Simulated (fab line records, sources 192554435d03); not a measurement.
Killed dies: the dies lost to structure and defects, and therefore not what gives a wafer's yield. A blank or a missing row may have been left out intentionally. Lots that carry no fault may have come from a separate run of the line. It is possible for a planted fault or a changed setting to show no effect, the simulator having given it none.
Split-lot trial | flow n5_finfet | route with 1938 steps; 7 lots, 21 wafers read

== THE SPLIT ITSELF ==
At N5_BEOL_M5_TRENCH_ETCH_37 (etches SiCOH lowk in C4F6/O2, target depth 71.652 nm, time 24.7 s), the setting source_w was moved away from the recipe's 345 W on 10 of the 21 wafers read, by -13.7% to +17.9%. For the rest of the wafers, this setting stayed at what the recipe calls for.

The split's own step is where the reading is taken.

== THE READING ==
rf_vpp_V, in V, at N5_BEOL_M5_TRENCH_ETCH_37 (etches SiCOH lowk in C4F6/O2, target depth 71.652 nm, time 24.7 s). Typical for fault-free wafers on this fab line: 668 V, with standard deviation 16 V.

wafer  | tool, chamber at the split | source_w as run, W | against the recipe | rf_vpp_V, V | against lot-mates on the recipe
L075.1 | rie_diel-01, 1             | 345                | recipe             | 668         | -
L075.2 | rie_diel-01, 2             | 345                | recipe             | 680         | -
L075.6 | rie_diel-01, 0             | 345                | recipe             | 682         | -
L081.1 | rie_diel-01, 1             | 345                | recipe             | 667         | -
L081.3 | rie_diel-01, 3             | 345                | recipe             | 665         | -
L081.6 | rie_diel-01, 2             | 345                | recipe             | 679         | -
L082.1 | rie_diel-05, 3             | 406.6              | +17.9%             | 590         | -68
L082.3 | rie_diel-05, 1             | 345                | recipe             | 658         | -
L082.5 | rie_diel-05, 2             | 345                | recipe             | 659         | -
L083.2 | rie_diel-05, 3             | 297.9              | -13.7%             | 692         | no lot-mate on the recipe
L083.4 | rie_diel-05, 1             | 297.9              | -13.7%             | 709         | no lot-mate on the recipe
L083.6 | rie_diel-05, 3             | 297.9              | -13.7%             | 690         | no lot-mate on the recipe
L084.2 | rie_diel-01, 3             | 345                | recipe             | 664         | -
L084.5 | rie_diel-01, 1             | 372.4              | +7.9%              | 643         | -21
L084.6 | rie_diel-01, 2             | 372.4              | +7.9%              | 654         | -10
L087.3 | rie_diel-01, 1             | 328                | -4.9%              | 686         | +5
L087.4 | rie_diel-01, 0             | 345                | recipe             | 681         | -
L087.5 | rie_diel-01, 2             | 328                | -4.9%              | 696         | +15
L089.1 | rie_diel-05, 2             | 299.5              | -13.2%             | 708         | +67
L089.5 | rie_diel-05, 3             | 345                | recipe             | 641         | -
L089.6 | rie_diel-05, 0             | 299.5              | -13.2%             | 742         | +101

FIT RESULTS
A straight line over all 21 wafers: rf_vpp_V changes by -3.33 V for each +1% of source_w; r = -0.88; the points scatter about the line by 15 V.
The same after taking each lot's own level away (the mean of its wafers on the recipe; 18 wafers): -4.48 V for each +1%; r = -0.92; scatter 14 V.
On that fit, the largest move of source_w shifts the reading by 80 V.
Measured against the standard deviation above, the lots' own levels, which go from 641.0 to 681.0 V, span 2.5 times it.
So the slope is not independent of the lot-to-lot level: the two fits are not the same.
Check: -81.5 V against its lot-mates is what the line predicts for one of the wafers moved furthest among these (+17.9%) when that wafer is left out of the fit. Against them it came out at -68.5 V.
Tool readings at the split's step, against how far the setting was moved: rf_vpp_V r = -0.88.

== ADDITIONAL SPLITS CARRIED BY THESE WAFERS ==
Before the reading, these wafers also passed through other splits. Each is held against what the fit with the lots' levels taken away leaves over:
other split on the same wafers | wafers away from the commonest value | r with rf_vpp_V (lot level and that fit taken away)
N5_BEOL_M1_COAT_05 spin_rpm    | 10                                   | +0.13
N5_BEOL_M3_COAT_67 spin_rpm    | 11                                   | +0.25
N5_BEOL_M3_EXPOSE_25 dose_mj   | 7                                    | -0.38
N5_BEOL_M5_PECVD_70 temp_c     | 5                                    | +0.31

== FILE'S OWN FIT ==
rf_vpp_V changes by -4.31 V for each +1% of source_w, r = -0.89.
